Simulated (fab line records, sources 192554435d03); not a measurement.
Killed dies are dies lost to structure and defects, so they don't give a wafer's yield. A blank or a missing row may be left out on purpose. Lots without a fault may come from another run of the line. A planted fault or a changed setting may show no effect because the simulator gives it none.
One fault seen from 3 desks | flow n5_finfet | each desk has only its own numbers; what lay behind them comes last

THE DEFECT DESK
What the inspections along the route counted, lot by lot: means of the sampled wafers that have a number. A lot is out of limits, marked OUT, if its mean lies more than 4 standard deviations from the usual mean; the brackets give that distance.
Columns: A = raw_defect_count at N5_GATE_CUT_INSPECT_15, usual 136
lot  | first seen here | A
L114 | day 4 22:58     | 101
L116 | day 5 16:44     | 156
L119 | day 6 04:43     | 174
L122 | day 6 23:28     | 77
L129 | day 8 16:25     | 165
L134 | day 10 04:42    | 79
This desk's finding: nothing out of limits on any of the 6 lots.

THE TOOL OWNER'S DESK: litho_track-02
The tool's own readings at N5_GATE_CUT_COAT_35 (time 60 s, resist thk 10 nm): means of the sampled wafers that have a number, for each lot that ran on this tool. A lot is out of limits, marked OUT, if its mean lies more than 4 standard deviations from the usual mean; the brackets give that distance.
Columns: A = dispense_pressure_kPa at N5_GATE_CUT_COAT_35, usual 47 kPa; B = spin_speed_rpm at N5_GATE_CUT_COAT_35, usual 1500.0 rpm
lot  | first seen here | A  | B
L119 | day 6 04:14     | 51 | 1499.0
L129 | day 8 15:56     | 51 | 1562.5 (+65) OUT
L134 | day 10 04:13    | 52 | 1562.4 (+65) OUT
This desk's finding: out of limits on L129, L134; first on L129, day 8 15:56 (spin_speed_rpm at N5_GATE_CUT_COAT_35). In limits: L119.

THE METROLOGY DESK
What the gauges read, lot by lot, whatever tool the lot ran on: means of the sampled wafers that have a number. A lot is out of limits, marked OUT, if its mean lies more than 4 standard deviations from the usual mean; the brackets give that distance. Of its 12 readings 7 are shown: those that lie furthest out on some lot.
Columns: A = cd_nm at N5_GATE_CUT_CD_MEAS_13, usual 20.00 nm; B = IOFF_N at N5_BEOL_M4_RC_MEAS_101, usual 0.157 nA/um; C = IOFF_P at N5_BEOL_M4_RC_MEAS_101, usual 0.206 nA/um; D = ION_P at N5_BEOL_M4_RC_MEAS_101, usual 461 uA/um; E = SS_P at N5_BEOL_M4_RC_MEAS_101, usual 73.2 mV/dec; F = VT_N at N5_BEOL_M4_RC_MEAS_101, usual 249.9 mV; G = VT_P at N5_BEOL_M4_RC_MEAS_101, usual -250.6 mV
lot  | first seen here | A     | B     | C     | D   | E    | F     | G
L114 | day 4 22:52     | 19.73 | 0.162 | 0.215 | 467 | 73.8 | 250.7 | -250.4
L116 | day 5 16:38     | 19.93 | 0.137 | 0.196 | 464 | 72.7 | 250.4 | -251.4
L119 | day 6 04:38     | 20.06 | 0.180 | 0.243 | 468 | 73.4 | 246.9 | -246.6
L122 | day 6 23:22     | 19.98 | 0.140 | 0.189 | 457 | 73.0 | 250.4 | -252.1
L129 | day 8 16:20     | 20.00 | 0.163 | 0.203 | 460 | 73.0 | 249.1 | -250.9
L134 | day 10 04:37    | 20.29 | 0.162 | 0.198 | 459 | 73.6 | 251.0 | -252.0
This desk's finding: nothing out of limits on any of the 6 lots.

PUT TOGETHER
The tool owner's desk could have raised an alarm at day 8 15:56, on L129, L134.
The defect desk saw nothing out of limits.
The metrology desk saw nothing out of limits.
The defect desk has L129, L134 on record, within its limits.
The metrology desk has L129, L134 on record, within its limits.
Of the lots named, all ran N5_GATE_CUT_COAT_35 on litho_track-02.

WHAT THE SIMULATOR HAD PUT IN
Process parameter drift: litho_track-02, from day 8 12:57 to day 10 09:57, at N5_GATE_CUT_COAT_35. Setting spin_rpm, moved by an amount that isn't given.
Lots struck among those shown: L129, L134.
Hours from the fault's start to each desk's first reading out of limits: the tool owner's desk, 3.
